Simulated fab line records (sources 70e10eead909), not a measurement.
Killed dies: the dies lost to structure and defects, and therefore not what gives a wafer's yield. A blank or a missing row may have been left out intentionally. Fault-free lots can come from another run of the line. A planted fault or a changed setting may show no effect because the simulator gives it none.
Code-filled problem report in 8D (eight disciplines) form + flow nand-harc + the parts of the form that need people (team, actions taken, sign-off) are left out

## 1. WHAT IS WRONG
Wafers without a fault read 3.9, standard deviation 2.6; killed-at-periphery at NHARC_END_SORT_01 reads a mean of 82.7 on 6 wafers belonging to 2 lots. Relative to the usual mean, that is a shift of +30 standard deviations.
Earliest sighting: wafer L702.1 on prober-01 at day 30 09:41. At this step, 6 wafers from 2 lots have a number in the record. By rule, "out" or "out of limits" means more than 4 standard deviations away from the usual mean. The other wafers with a number count as sound.

## 2. WHAT IT IS, AND WHAT IT ISN'T
| question                    | is                     | is not                                     |
|-----------------------------|------------------------|--------------------------------------------|
| which readings at this step | killed-at-periphery    | killed-at-other, killed-open, killed-short |
| which lots                  | L701, L702             | -                                          |
| which wafers of those lots  | all that have a number | -                                          |
| read on which gauges        | prober-01, prober-02   | -                                          |
| when                        | from day 30 09:41      | up to then (0 sound wafers)                |

## 3. WHAT RULES OUT EACH SUSPECT
Counting: a tool at any process step up to the reading remains a suspect when it ran all the lots that are out and ran no sound lot after the first of those.
- the gauge at NHARC_END_SORT_01 is ruled out. 2 gauges (prober-01, prober-02) read the wafers that are out.
- pecvd-01 at NHARC_P_M2_PRE_CLEAN_32 (time 12 s): kept. It ran every lot that is out, first L702 (day 12 18:08), and no sound lot after that.
The count leaves pecvd-01 at NHARC_P_M2_PRE_CLEAN_32.

## 4. THE CAUSE (what the simulator had put in)
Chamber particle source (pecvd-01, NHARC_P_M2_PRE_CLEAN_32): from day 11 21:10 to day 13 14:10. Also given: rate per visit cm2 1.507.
This tool alone remained once counting was done.

## 5. THE EFFECT CHAIN, in route order
Each row: a reading where the mean over the struck wafers with a number is more than 3 standard deviations away from the usual. Scope: only readings with a usual standard deviation given in the record; hours: median across lots of the time from each lot's start at the first step in this table that gives one to its start at this step; sigmas: change in usual standard deviations.
| hours | step              | reading              | usual  | on struck wafers | change | sigmas |
|-------|-------------------|----------------------|--------|------------------|--------|--------|
| 0     | NHARC_END_SORT_01 | defect-limited-yield | 91.2 % | 81.6             | -9.6   | -5.3   |
| 0     | NHARC_END_SORT_01 | killed-at-periphery  | 3.9    | 82.7             | +78.8  | +30    |
| 0     | NHARC_END_SORT_01 | killed-dies          | 60     | 124              | +64    | +5.4   |

## 6. HOW IT WOULD HAVE BEEN CAUGHT EARLIER
Counted from the fault's start at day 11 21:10, it took 445 hours until the first out-of-limits reading at a measuring or inspecting step in this record, taken at day 30 09:41.
An alarm limit of 4 standard deviations would not have fired on the tool readings at NHARC_P_M2_PRE_CLEAN_32 for which the record gives a usual standard deviation, since none of them was out on any struck wafer.
Each of the lots that are out, 2 in all, had begun NHARC_P_M2_PRE_CLEAN_32 on pecvd-01 no later than day 30 09:41. Holding the tool at that point would not have protected any of them.
